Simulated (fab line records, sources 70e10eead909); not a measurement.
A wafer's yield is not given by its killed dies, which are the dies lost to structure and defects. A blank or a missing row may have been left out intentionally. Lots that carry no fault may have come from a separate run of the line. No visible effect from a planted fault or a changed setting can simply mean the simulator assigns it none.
Chamber matching ; flow nandHarc ; rieDiel-08 running NHARC_A_STAIRCASE_DESCUM_270: 4 sister chambers
The step chemistry O2, time 3 s. 18 wafers are shown with their chamber, then 9 later ones without.

EACH WAFER AND ITS CHAMBER
wafer;chamber;showerheadPlenumPTorr (Torr);drypumpMotorCurrentA (A);rfVppV (V)
L074.4;3;1.87;5.90;57.2
L074.5;2;1.82;5.85;56.9
L074.6;1;2.05;5.49;58.1
L077.2;0;1.78;5.70;57.2
L077.3;1;2.05;5.48;58.1
L077.5;1;2.05;5.49;57.9
L077.1;2;1.81;5.82;56.2
L077.4;0;1.78;5.74;55.9
L077.6;2;1.81;5.84;57.4
L078.1;3;1.87;5.92;57.0
L078.3;2;1.81;5.84;56.4
L078.6;3;1.87;5.91;57.7
L080.2;2;1.81;5.84;57.4
L080.3;0;1.78;5.74;57.2
L080.6;3;1.86;5.91;58.0
L081.1;3;1.86;5.90;57.1
L081.3;2;1.81;5.83;57.6
L081.5;0;1.78;5.73;56.7

SIGNATURES (averages over the wafers above)
reading;chamber 0;chamber 1;chamber 2;chamber 3;scatter within a chamber
showerheadPlenumPTorr;1.7800;2.0500;1.8117;1.8660;0.00381
drypumpMotorCurrentA;5.7275;5.4867;5.8367;5.9080;0.0118
rfVppV;56.750;58.033;56.983;57.400;0.506
Rule: distance of a wafer from a chamber = root of the sum over the readings of ((wafer's reading minus chamber's mean) / reading's scatter) squared. The wafer belongs to the nearest chamber; if the next one is less than 2 further off, it can't be placed. How the scatter is found: for the shown wafers, subtract from each reading the mean of its chamber, square and add these, divide the total by (wafers less chambers), then take the root.

WAFERS MISSING THEIR CHAMBER
wafer;showerheadPlenumPTorr (Torr);drypumpMotorCurrentA (A);rfVppV (V)
L087.1;1.86;5.91;56.7
L087.5;1.77;5.74;57.0
L087.6;2.04;5.47;58.0
L091.1;1.85;5.90;59.1
L091.3;2.04;5.53;58.2
L091.5;1.77;5.75;57.3
L090.1;1.85;5.94;56.0
L090.2;1.77;5.74;54.7
L090.6;1.85;5.92;57.2

WHICH CHAMBER EACH ONE RAN IN
wafer;from the rows above;in truth
L087.1;3;3
L087.5;0;0
L087.6;1;1
L091.1;3;3
L091.3;1;1
L091.5;0;0
L090.1;3;3
L090.2;0;0
L090.6;3;3
Placed correctly: 9 of 9. Not placeable from these rows: 0. 0 placed wrongly.
